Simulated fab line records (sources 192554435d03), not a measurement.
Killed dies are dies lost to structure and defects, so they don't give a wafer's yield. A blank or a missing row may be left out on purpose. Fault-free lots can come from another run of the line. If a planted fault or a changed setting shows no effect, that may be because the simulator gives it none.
Struck lot and sound lot, side by side ; flow n5-finfet ; 38 out of 1938 route steps
Sound: the wafers L433.1, L433.2, L433.5. Struck: wafer L428.6. (L428.4 of the same lot was not struck and is left out.) The cause comes at the end.
Order at every step that has rows: each side's tool, ch and its chambers, its first start. Under that, the readings that differ: sound wafers ; struck wafers ; difference of the means ; sigmas: that difference in standard deviations of wafers without a fault.
alike: same words and numbers on both sides, and readings whose means sit less than 2 such deviations apart. not compared: any withheld reading, any reading some wafer has no value for, any bound like >300 that may hide the same value, and any number with overlapping values for which the record gives no deviation.
A row with sigmas, a row that says differs or no value, or rows on one side alone: a step with any of these is where the two part. Numbers that don't overlap but have no deviation are shown without sigmas and don't part them. Lack of a reading on every wafer of one side parts them only where that side has two or more wafers.

first, 9 steps without rows for these wafers: N5_BEOL_M4_ANNEAL_95 (time 240 s); N5_BEOL_M4_SPUTTER_96 (material Cu, target thk 4.5 nm, time 8.29 s); N5_BEOL_M4_ECD_50 (material Cu, target thk 300 nm); N5_BEOL_M4_ANNEAL_51 (time 90 s); N5_BEOL_M4_CMP_52 (polishes, stops on SiOC, t overpolish 6.8 s, target thk 40 nm); N5_BEOL_M4_PRE_CLEAN_60 (time 15 s); N5_BEOL_M4_CO_CAP_55 (material Co, precursor CCTBA/H2, target thk 2 nm, time 102.1 s); N5_BEOL_M4_PRE_CLEAN_56 (time 15 s); N5_BEOL_M4_DEP_57 (deposits SiCN from 3MS/NH3, target thk 8 nm, time 14 s).
N5_BEOL_M4_RC_MEAS_101:
  sound on prober-01 ch 0, day 13 01:11; struck on prober-02 ch 0, day 11 22:06
  alike: DIBL_N, DIBL_P, IOFF_N, IOFF_P, ION_N, ION_P, SS_N, SS_P, VT_N, VT_P
then, 24 steps without rows for these wafers: N5_BEOL_M5_ILD_DEP_00 (deposits SiCOH lowk from DEMS/porogen, target thk 140.64 nm, time 25.9 s); N5_BEOL_M5_CURE_79 (cures SiCOH lowk, time 240 s); N5_BEOL_M5_PECVD_70 (deposits SiO2 from TEOS/O2, target thk 16 nm, time 18 s); N5_BEOL_M5_HM_DEP_02 (deposits TiN, target thk 20 nm); N5_BEOL_M5_COAT_59 (time 60 s, resist thk 60 nm); N5_BEOL_M5_COAT_60 (time 60 s, resist thk 12 nm); N5_BEOL_M5_COAT_71 (time 60 s, resist thk 5 nm); N5_BEOL_M5_COAT_05 (resist thk 30 nm); N5_BEOL_M5_EBR_07; N5_BEOL_M5_SOFTBAKE_06 (time 60 s); N5_BEOL_M5_EXPOSE_08 (exposes mask M5, target cd 28 nm); N5_BEOL_M5_PEB_09 (peb time 60 s); N5_BEOL_M5_DEVELOP_10 (develop time 30 s); N5_BEOL_M5_DESCUM_16 (chemistry O2, time 7 s); N5_BEOL_M5_ETCH_72 (etches underlayer in N2/H2, target depth 6.5 nm, time 5.2 s); N5_BEOL_M5_ETCH_61 (etches SiARC in CF4, target depth 15.6 nm, time 26 s); N5_BEOL_M5_ETCH_62 (etches SOC in N2/H2, target depth 75 nm, overetch 15 nm, time 112.5 s); N5_BEOL_M5_STRIP_63 (strips in N2/H2); N5_BEOL_M5_STRIP_73 (strips in N2/H2); N5_BEOL_M5_STRIP_64 (strips in CF4); N5_BEOL_M5_HM_OPEN_17 (chemistry Cl2/BCl3, target TiN, target depth 20 nm, overetch 6 nm); N5_BEOL_M5_STRIP_19 (strips in O2); N5_BEOL_M5_COAT_65 (time 60 s, resist thk 60 nm); N5_BEOL_M5_COAT_66 (time 60 s, resist thk 12 nm).
-- the record jumps here: 3 days lie between the struck wafers' starts before and after (it left off in module BEOL_M5 and takes up again in module BEOL_M14, whose first step shown is number 1767 of the route) --
N5_BEOL_M14_CMP_49: polishes, stops on SiO2, t overpolish 5.2 s, target thk 560 nm.
  sound on cmp-04 ch 0,2, day 16 10:55; struck on cmp-03 ch 1, day 15 06:20
reading;sound;struck;difference;sigmas
barrier-field-endpoint-s (s);11.20 11.07 10.98;22.71;+11.63;+42
overpolish-run-s (s);5.197 5.185 5.206;3.286;-1.910;-99 or more
time-to-endpoint-s (s);119 116 115;158;+41;+9
  alike: motor-current-A
N5_BEOL_M14_THK_MEAS_50: measures by xrf.
  sound: film-metro-01 at day 16 11:10; struck: film-metro-02 at day 15 06:35
reading;sound;struck;difference;sigmas
M14_THK (nm);530 559 529;977;+438;+48
N5_BEOL_M14_INSPECT_55: inspects for defects (darkfield).
  sound: defect-inspect-01 at day 16 11:19; struck: defect-inspect-02 at day 15 06:45
reading;sound;struck;difference;sigmas
raw-defect-count;96 106 80;6235;+6141;+99 or more
N5_PASSIVATION_PROBE_49:
  sound: prober-02 at day 17 07:58; struck: prober-01 at day 16 02:56
reading;sound;struck;difference;sigmas
defect-limited-yield (%);91.0 93.2 92.3;0;-92;-54
killed_at_M4_up;14 13 23;1106;+1089;+99 or more
killed-dies;106 80 91;1180;+1088;+54
killed-on-rim;16 12 15;152;+138;+31
sort-n-pass;1074 1100 1089;0;-1088;-54
sort-yield-pct (%);91.0 93.2 92.3;0;-92;-54
  alike: killed_at_M0_to_M3, killed-at-contacts, killed-at-front-end, killed-at-other, killed-open, killed-short, sort_bin_5_function, sort_bin_6_memory

== WHERE THEY PART ==
First at N5_BEOL_M14_CMP_49; last, within this record, at N5_PASSIVATION_PROBE_49.

WHY: the cause the simulator had injected
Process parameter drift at N5_BEOL_M14_CMP_49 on cmp-03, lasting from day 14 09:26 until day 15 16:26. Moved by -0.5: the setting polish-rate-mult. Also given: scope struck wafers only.
